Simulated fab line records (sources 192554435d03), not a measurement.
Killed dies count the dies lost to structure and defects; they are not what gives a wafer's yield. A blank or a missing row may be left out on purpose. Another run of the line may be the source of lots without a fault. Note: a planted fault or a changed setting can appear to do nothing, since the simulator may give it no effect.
fab line records	flow n5-finfet	part 2 of 2: steps 4 to 6 of 6
[record] lots = 22	wafers = 66	last-day = 17
route steps=1938 shown GATE_CUT@470
lots that met no fault: taken from a fault-free run of the same line
start-h: hours from the record's first day to the start of the lot's first wafer shown	wait-h: hours from the lot's prior step to this one	" identical to the entry in the row above	L1.1+2: several wafers, shown together as one row	- either no value or no given start	* or withheld: withheld	< > ~ a bound
route shown NAME@n: NAME is a module with steps in the file, n the number in the route of the first one	usual: mean/standard deviation of fault-free wafers	same: alike in all rows	chamber/n: place in a boat	sites: readings site by site	_std_site: the values' standard deviation	_edge_site: the outer-site mean with the inner-site mean subtracted	radius-mm: for every site, how far away it sits from the centre of the wafer	mask NAME#n: copy n	behind: the most recent tool/chamber to have shaped the wafer	hold: cause of the lot's hold/its duration in hours/its outcome	device: transistor that didn't switch, given as n, p or np	end of line: at the end of the route, the tests of the same wafers	step lacking rows: just its recipe	killed: dies lost to structure and defects at the first sort, not the wafer's yield	map: a wafer's dies, x killed, . not, _ none there
set.NAME: the setting as run; set.NAME@STEP: as run at that earlier step	model.NAME: the simulator's own value behind a step, which no gauge read
one table for each step of the route and one row for each wafer, over a sample of lots
services: when a tool's chamber went out of use (start-h, in hours from the record's first day, below 0 if earlier), for how many hours, and the reason
[[steps]]
[step N5_GATE_CUT_CUT_ETCH_55]
[recipe] chemistry = BCl3	target = HfO2	mask-material = SiO2	target-depth-a = 32	ion-energy-ev = 30	pressure-mtorr = 5	icp-w = 450	bias-w = 18	bcl3-flow-sccm = 80
[usual] drypump-motor-current-A = 5.7/0.44	oes-product-au = 0.78/0.087	throttle-valve-pct = 33.5/0.45
lot.wafer	tool	chamber	start-h	wait-h	drypump-motor-current-A	oes-product-au	rf-hours-counter-h	throttle-valve-pct
L074.2	rie-metal-03	1	86.72	0.0	6.1	0.66	95	33.3
L074.4	"	0	"	"	5.7	0.95	-	33.9
L074.5	"	1	"	"	6.1	0.66	-	33.3
L075.1	rie-metal-01	1	89.18	0.0	4.9	0.84	25	33.0
L075.2	"	0	"	"	5.6	0.78	41	33.4
L075.5	"	0	"	"	5.6	0.77	-	33.4
L076.3	rie-metal-03	0	95.62	0.0	5.7	0.94	-	33.9
L076.5	"	0	"	"	5.8	0.94	-	33.9
L076.6	"	1	"	"	6.1	0.66	-	33.3
L077.2	rie-metal-03	1	102.51	0.0	6.1	0.66	97	33.3
L077.3	"	0	"	"	5.8	0.93	-	33.9
L077.4	"	1	"	"	6.1	0.65	-	33.3
L078.2	rie-metal-02	0	108.73	0.0	5.9	0.73	67	34.3
L078.3	"	0	"	"	5.9	0.73	-	34.3
L078.4	"	1	"	"	6.3	0.82	-	33.0
L079.2	rie-metal-03	1	115.21	0.0	6.0	0.65	97	33.3
L079.3	"	0	"	"	5.8	0.93	-	33.9
L079.6	"	1	"	"	6.0	0.66	-	33.3
L080.3	rie-metal-01	0	123.23	0.0	5.6	0.76	-	33.4
L080.4	"	1	"	"	4.9	0.82	-	33.0
L080.6	"	0	"	"	5.6	0.76	-	33.4
L081.3	rie-metal-01	0	126.26	0.0	5.6	0.77	-	33.4
L081.4	"	1	"	"	4.9	0.82	-	33.0
L081.6	"	1	"	"	4.9	0.82	-	33.0
L082.1	rie-metal-02	0	129.76	0.0	5.9	0.74	69	34.3
L082.2	"	1	"	"	6.3	0.82	22	33.0
L082.3	"	0	"	"	6.0	0.73	-	34.3
L083.2	rie-metal-01	0	136.07	0.1	5.6	0.76	46	33.4
L083.5	"	0	"	"	5.6	0.76	-	33.4
L083.6	"	1	"	"	4.9	0.82	-	33.0
L084.2	rie-metal-02	0	143.31	0.0	5.9	0.73	71	34.2
L084.3	"	0	"	"	6.0	0.72	-	34.3
L084.4	"	1	"	"	6.3	0.81	-	33.0
L085.1	rie-metal-02	1	153.33	0.0	6.3	0.80	25	33.0
L085.4	"	0	"	"	5.9	0.72	-	34.3
L085.5	"	1	"	"	6.3	0.81	-	33.0
L086.1	rie-metal-03	1	160.62	0.0	6.1	0.64	101	33.3
L086.2	"	0	"	"	5.8	0.90	8	33.9
L086.6	"	0	"	"	5.8	0.90	-	33.9
L088.2	rie-metal-02	1	169.85	0.0	6.3	0.80	26	33.0
L088.5	"	0	"	"	5.9	0.72	-	34.2
L088.6	"	1	"	"	6.3	0.80	-	33.0
L087.1	rie-metal-03	0	170.44	0.0	5.7	0.90	8	33.9
L087.2	"	1	"	"	6.0	0.64	102	33.3
L087.4	"	1	"	"	6.0	0.64	-	33.3
L089.1	rie-metal-01	0	182.54	0.0	5.6	0.75	49	33.4
L089.4	"	0	"	"	5.6	0.76	-	33.4
L089.6	"	1	"	"	4.9	0.81	-	33.0
L090.1	rie-metal-03	1	189.49	0.0	6.1	0.64	104	33.3
L090.3	"	0	"	"	5.8	0.89	-	33.9
L090.5	"	1	"	"	6.1	0.63	-	33.3
L091.2	rie-metal-02	1	193.14	0.0	6.3	0.79	28	33.0
L091.4	"	0	"	"	6.0	0.72	-	34.3
L091.6	"	1	"	"	6.3	0.79	-	33.0
L092.2	rie-metal-01	0	197.62	0.0	5.6	0.76	50	33.4
L092.4	"	1	"	"	4.9	0.81	-	33.0
L092.6	"	1	"	"	4.9	0.81	-	33.0
L094.1	rie-metal-03	0	209.07	0.0	5.8	0.88	12	33.9
L094.5	"	1	"	"	6.1	0.63	-	33.3
L094.6	"	0	"	"	5.8	0.88	-	33.9
L095.1	rie-metal-03	0	211.56	0.0	5.7	0.88	13	33.9
L095.2	"	1	"	"	6.1	0.63	106	33.3
L095.5	"	0	"	"	5.7	0.87	-	33.9
L097.3	rie-metal-02	0	223.89	0.0	6.0	0.71	-	34.3
L097.5	"	1	"	"	6.2	0.79	-	33.0
L097.6	"	0	"	"	5.9	0.72	-	34.3
[step N5_GATE_CUT_ETCH_47]
[recipe] chemistry = Cl2/BCl3	target = SiO2	target-depth-a = 100	pressure-mtorr = 10	icp-w = 1000	bias-w = 126	Cl2_flow_sccm = 53.25	bcl3-flow-sccm = 21.75	Ar_flow_sccm = 25
[usual] drypump-motor-current-A = 5.7/0.44	mfc-cl2-sccm = 53.22/0.17	oes-product-au = 0.78/0.087	throttle-valve-pct = 22.93/0.18
lot.wafer	tool	chamber	start-h	wait-h	drypump-motor-current-A	mfc-cl2-sccm	oes-product-au	rf-hours-counter-h	throttle-valve-pct
L074.2	rie-metal-03	1	86.75	0.0	6.0	53.05	0.65	95	22.85
L074.4	"	0	"	"	5.8	53.02	0.94	-	22.96
L074.5	"	1	"	"	6.0	52.96	0.66	-	22.84
L075.1	rie-metal-01	1	89.21	0.0	4.9	52.89	0.83	25	22.61
L075.2	"	0	"	"	5.6	53.34	0.78	41	22.90
L075.5	"	0	"	"	5.6	53.33	0.76	-	22.90
L076.3	rie-metal-03	0	95.65	0.0	5.7	53.40	0.94	-	22.97
L076.5	"	0	"	"	5.8	53.47	0.94	-	22.96
L076.6	"	1	"	"	6.1	53.15	0.66	-	22.82
L077.2	rie-metal-03	1	102.54	0.0	6.1	53.12	0.65	97	22.84
L077.3	"	0	"	"	5.8	52.89	0.93	-	22.97
L077.4	"	1	"	"	6.0	53.23	0.65	-	22.85
L078.2	rie-metal-02	0	108.76	0.0	6.0	52.98	0.73	67	23.23
L078.3	"	0	"	"	6.0	53.03	0.73	-	23.22
L078.4	"	1	"	"	6.3	53.02	0.82	-	23.06
L079.2	rie-metal-03	1	115.24	0.0	6.1	53.35	0.65	97	22.84
L079.3	"	0	"	"	5.8	53.24	0.93	-	22.98
L079.6	"	1	"	"	6.1	53.19	0.65	-	22.85
L080.3	rie-metal-01	0	123.26	0.0	5.6	53.34	0.76	-	22.91
L080.4	"	1	"	"	4.9	53.18	0.82	-	22.63
L080.6	"	0	"	"	5.6	53.23	0.76	-	22.90
L081.3	rie-metal-01	0	126.29	0.0	5.6	52.94	0.77	-	22.91
L081.4	"	1	"	"	4.9	53.18	0.82	-	22.63
L081.6	"	1	"	"	4.9	53.16	0.83	-	22.60
L082.1	rie-metal-02	0	129.79	0.0	6.0	52.92	0.73	69	23.21
L082.2	"	1	"	"	6.3	53.10	0.82	22	23.06
L082.3	"	0	"	"	6.0	53.06	0.74	-	23.23
L083.2	rie-metal-01	0	136.11	0.0	5.6	53.41	0.76	46	22.91
L083.5	"	0	"	"	5.6	53.43	0.76	-	22.91
L083.6	"	1	"	"	4.9	53.37	0.82	-	22.62
L084.2	rie-metal-02	0	143.34	0.0	5.9	53.48	0.73	71	23.22
L084.3	"	0	"	"	5.9	53.30	0.73	-	23.21
L084.4	"	1	"	"	6.3	53.61	0.82	-	23.07
L085.1	rie-metal-02	1	153.36	0.0	6.3	53.32	0.80	25	23.09
L085.4	"	0	"	"	6.0	53.21	0.73	-	23.21
L085.5	"	1	"	"	6.3	53.16	0.81	-	23.08
L086.1	rie-metal-03	1	160.65	0.0	6.1	53.23	0.64	101	22.85
L086.2	"	0	"	"	5.8	53.27	0.90	8	22.97
L086.6	"	0	"	"	5.8	53.33	0.90	-	22.97
L088.2	rie-metal-02	1	169.88	0.0	6.3	53.26	0.81	26	23.08
L088.5	"	0	"	"	5.9	53.53	0.72	-	23.21
L088.6	"	1	"	"	6.3	53.33	0.80	-	23.08
L087.1	rie-metal-03	0	170.47	0.0	5.8	52.99	0.90	8	22.99
L087.2	"	1	"	"	6.1	53.32	0.64	102	22.87
L087.4	"	1	"	"	6.1	53.27	0.65	-	22.87
L089.1	rie-metal-01	0	182.57	0.0	5.6	53.41	0.76	49	22.92
L089.4	"	0	"	"	5.6	53.24	0.76	-	22.92
L089.6	"	1	"	"	4.9	53.36	0.80	-	22.64
L090.1	rie-metal-03	1	189.52	0.0	6.1	53.40	0.64	104	22.85
L090.3	"	0	"	"	5.8	53.02	0.88	-	22.98
L090.5	"	1	"	"	6.1	53.46	0.64	-	22.86
L091.2	rie-metal-02	1	193.17	0.0	6.3	53.17	0.80	29	23.08
L091.4	"	0	"	"	5.9	53.38	0.72	-	23.22
L091.6	"	1	"	"	6.3	53.24	0.80	-	23.08
L092.2	rie-metal-01	0	197.65	0.0	5.6	53.01	0.75	50	22.92
L092.4	"	1	"	"	4.9	53.41	0.81	-	22.62
L092.6	"	1	"	"	4.9	53.54	0.81	-	22.64
L094.1	rie-metal-03	0	209.10	0.0	5.7	52.82	0.87	12	22.99
L094.5	"	1	"	"	6.1	53.19	0.63	-	22.86
L094.6	"	0	"	"	5.8	53.09	0.87	-	22.97
L095.1	rie-metal-03	0	211.59	0.0	5.8	53.40	0.87	13	23.00
L095.2	"	1	"	"	6.1	53.37	0.63	106	22.87
L095.5	"	0	"	"	5.8	53.28	0.88	-	22.99
L097.3	rie-metal-02	0	223.92	0.0	6.0	53.18	0.72	-	23.25
L097.5	"	1	"	"	6.3	53.19	0.79	-	23.11
L097.6	"	0	"	"	5.9	53.30	0.71	-	23.23
[step N5_GATE_CUT_STRIP_21]
[recipe] chemistry = N2/H2	time-s = 30	power-w = 1000	temp-c = 250	pressure-mtorr = withheld	n2-flow-sccm = 1750	h2-flow-sccm = 3250
[usual] drypump-motor-current-A = 5.9/0.83	heater-power-w = 326/12
lot.wafer	tool	chamber	start-h	wait-h	drypump-motor-current-A	heater-power-w	rf-hours-counter-h
L074.2	plasma-asher-02	0	86.89	0.0	6.7	330	41
L074.4	"	1	"	"	4.8	306	-
L074.5	"	0	"	"	6.7	338	-
L075.1	plasma-asher-01	1	89.35	0.0	6.6	332	86
L075.2	"	0	"	"	5.4	345	86
L075.5	"	0	"	"	5.4	339	-
L076.3	plasma-asher-02	1	95.80	0.1	4.8	313	-
L076.5	"	1	"	"	4.7	313	-
L076.6	"	0	"	"	6.7	335	-
L077.2	plasma-asher-01	0	102.68	0.0	5.4	339	88
L077.3	"	1	"	"	6.5	321	-
L077.4	"	0	"	"	5.4	343	-
L078.2	plasma-asher-02	0	108.90	0.0	6.7	322	46
L078.3	"	1	"	"	4.8	310	-
L078.4	"	0	"	"	6.7	321	-
L079.2	plasma-asher-02	0	115.38	0.0	6.7	332	47
L079.3	"	0	"	"	6.7	326	-
L079.6	"	0	"	"	6.8	330	-
L080.3	plasma-asher-01	0	123.41	0.1	5.4	347	-
L080.4	"	1	"	"	6.5	323	-
L080.6	"	0	"	"	5.4	350	-
L081.3	plasma-asher-02	0	126.44	0.1	6.8	336	-
L081.4	"	1	"	"	4.8	310	-
L081.6	"	1	"	"	4.8	312	-
L082.1	plasma-asher-02	0	129.93	0.0	6.7	329	51
L082.2	"	1	"	"	4.8	311	51
L082.3	"	0	"	"	6.7	336	-
L083.2	plasma-asher-01	0	136.29	0.0	5.4	337	94
L083.5	"	0	"	"	5.4	342	-
L083.6	"	1	"	"	6.5	330	-
L084.2	plasma-asher-01	0	143.48	0.0	5.4	344	95
L084.3	"	1	"	"	6.5	328	-
L084.4	"	0	"	"	5.4	333	-
L085.1	plasma-asher-02	0	153.50	0.0	6.7	333	55
L085.4	"	0	"	"	6.8	328	-
L085.5	"	0	"	"	6.8	333	-
L086.1	plasma-asher-01	1	160.79	0.0	6.5	310	98
L086.2	"	0	"	"	5.4	339	98
L086.6	"	0	"	"	5.4	342	-
L088.2	plasma-asher-01	0	170.02	0.0	5.4	344	100
L088.5	"	0	"	"	5.4	346	-
L088.6	"	1	"	"	6.6	321	-
L087.1	plasma-asher-01	0	170.61	0.0	5.4	335	100
L087.2	"	1	"	"	6.6	323	100
L087.4	"	0	"	"	5.4	339	-
L089.1	plasma-asher-02	1	182.71	0.0	4.8	307	61
L089.4	"	1	"	"	4.8	312	-
L089.6	"	0	"	"	6.7	333	-
L090.1	plasma-asher-02	0	189.66	0.0	6.7	336	62
L090.3	"	0	"	"	6.7	330	-
L090.5	"	1	"	"	4.8	309	-
L091.2	plasma-asher-01	0	193.40	0.1	5.4	336	105
L091.4	"	1	"	"	6.5	321	-
L091.6	"	1	"	"	6.5	334	-
L092.2	plasma-asher-02	0	197.80	0.0	6.7	328	65
L092.4	"	1	"	"	4.8	303	-
L092.6	"	1	"	"	4.8	313	-
L094.1	plasma-asher-02	0	209.24	0.0	6.7	332	66
L094.5	"	1	"	"	4.8	312	-
L094.6	"	0	"	"	6.7	327	-
L095.1	plasma-asher-02	1	211.74	0.0	4.8	308	66
L095.2	"	0	"	"	6.8	325	66
L095.5	"	0	"	"	6.7	327	-
L097.3	plasma-asher-01	0	224.07	0.1	5.4	334	-
L097.5	"	0	"	"	5.4	332	-
L097.6	"	1	"	"	6.6	327	-
[[services]]
tool	chamber	start-h	hours	kind
rie-diel-06	1	63.75	8.0	repair
rie-diel-03	3	88.50	7.6	repair
rie-diel-06	1	129.08	-	clean
rie-diel-06	1	129.08	-	consumable-replace:focus-ring
rie-diel-06	1	129.08	22.8	scheduled-down
rie-diel-06	1	129.08	22.8	vent-cycle
rie-diel-03	2	135.89	-	clean
rie-diel-03	2	135.89	-	consumable-replace:focus-ring
rie-diel-03	2	135.89	17.7	scheduled-down
rie-diel-03	2	135.89	17.7	vent-cycle
rie-diel-02	-	142.37	0.3	repair
rie-diel-03	0	154.19	-	clean
rie-diel-03	0	154.19	-	consumable-replace:focus-ring
rie-diel-03	0	154.19	17.6	scheduled-down
rie-diel-03	0	154.19	17.6	vent-cycle
rie-metal-01	-	168.05	2.8	pm
rie-diel-02	2	172.46	-	clean
rie-diel-02	2	172.46	-	consumable-replace:focus-ring
rie-diel-02	2	172.46	20.7	scheduled-down
rie-diel-02	2	172.46	20.7	vent-cycle
plasma-asher-01	-	195.21	4.3	pm
rie-metal-03	-	218.58	4.9	repair
